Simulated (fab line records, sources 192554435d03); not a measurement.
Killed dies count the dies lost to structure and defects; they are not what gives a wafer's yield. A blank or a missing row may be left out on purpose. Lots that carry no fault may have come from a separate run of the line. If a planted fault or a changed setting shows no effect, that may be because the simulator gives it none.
The same fault as seen by 2 desks / flow n5_finfet / what lay behind the numbers comes last; until then each desk has only its own

METROLOGY DESK
What the gauges read, lot by lot, whatever tool the lot ran on: means of the sampled wafers that have a number. A lot is out of limits, marked OUT, if its mean lies more than 4 standard deviations from the usual mean; the brackets give that distance.
Columns: A = TV_OVL at N5_PASSIVATION_OVL_MEAS_60, usual -1 nm; B = PASS_OPEN_OVL at N5_PASSIVATION_OVL_MEAS_66, usual -1 nm
lot=L641; first seen here=day 11 01:40; A=-3; B=4
lot=L642; first seen here=day 11 10:39; A=-7; B=-5
lot=L644; first seen here=day 11 12:57; A=-1; B=-2
lot=L645; first seen here=day 11 19:05; A=-1; B=-7
lot=L646; first seen here=day 12 01:47; A=-1; B=-3
lot=L647; first seen here=day 12 08:35; A=2; B=-7
lot=L650; first seen here=day 13 00:30; A=-1; B=-5
lot=L651; first seen here=day 13 00:46; A=-4; B=-6
lot=L661; first seen here=day 17 05:08; A=5; B=7
lot=L659; first seen here=day 18 05:55; A=2; B=4
lot=L664; first seen here=day 19 07:41; A=-2; B=2
This desk's verdict: no lot among the 11 shows anything out of limits.

FOR THE TOOL OWNER'S DESK: rie_diel-05
The tool's own readings at N5_GATE_CUT_STRIP_42 (strips in O2): means of the sampled wafers that have a number, for each lot that ran on this tool. A lot is out of limits, marked OUT, if its mean lies more than 4 standard deviations from the usual mean; the brackets give that distance.
Columns: A = drypump_motor_current_A at N5_GATE_CUT_STRIP_42, usual 5.9 A; B = o2_flow_sccm at N5_GATE_CUT_STRIP_42, usual 225.0 sccm; C = oes_product_au at N5_GATE_CUT_STRIP_42, usual 0.76 a.u.; D = rf_vpp_V at N5_GATE_CUT_STRIP_42, usual 3.6 V; E = showerhead_plenum_p_Torr at N5_GATE_CUT_STRIP_42, usual 2.09 Torr; F = throttle_valve_pct at N5_GATE_CUT_STRIP_42, usual 16.74 %
lot=L641; first seen here=day 4 16:27; A=5.6; B=225.2; C=0.71; D=4.1; E=2.05; F=16.78
lot=L642; first seen here=day 4 22:28; A=5.8; B=224.9; C=0.71; D=3.4; E=2.10; F=16.76
lot=L645; first seen here=day 5 13:11; A=5.8; B=225.1; C=0.71; D=3.3; E=2.10; F=16.77
lot=L647; first seen here=day 6 00:33; A=6.2; B=225.4; C=0.71; D=3.6; E=2.05; F=16.88
lot=L650; first seen here=day 6 16:47; A=5.6; B=224.4; C=0.79; D=4.0; E=2.13; F=16.77
lot=L664; first seen here=day 10 17:17; A=6.1; B=224.2; C=0.75; D=3.4; E=2.06; F=16.93
This desk's verdict: no lot among the 6 shows anything out of limits.

BROUGHT TOGETHER
At the metrology desk, nothing out of limits was observed.
Nothing out of limits was seen by the tool owner's desk.

WHAT THE SIMULATOR HAD INSERTED
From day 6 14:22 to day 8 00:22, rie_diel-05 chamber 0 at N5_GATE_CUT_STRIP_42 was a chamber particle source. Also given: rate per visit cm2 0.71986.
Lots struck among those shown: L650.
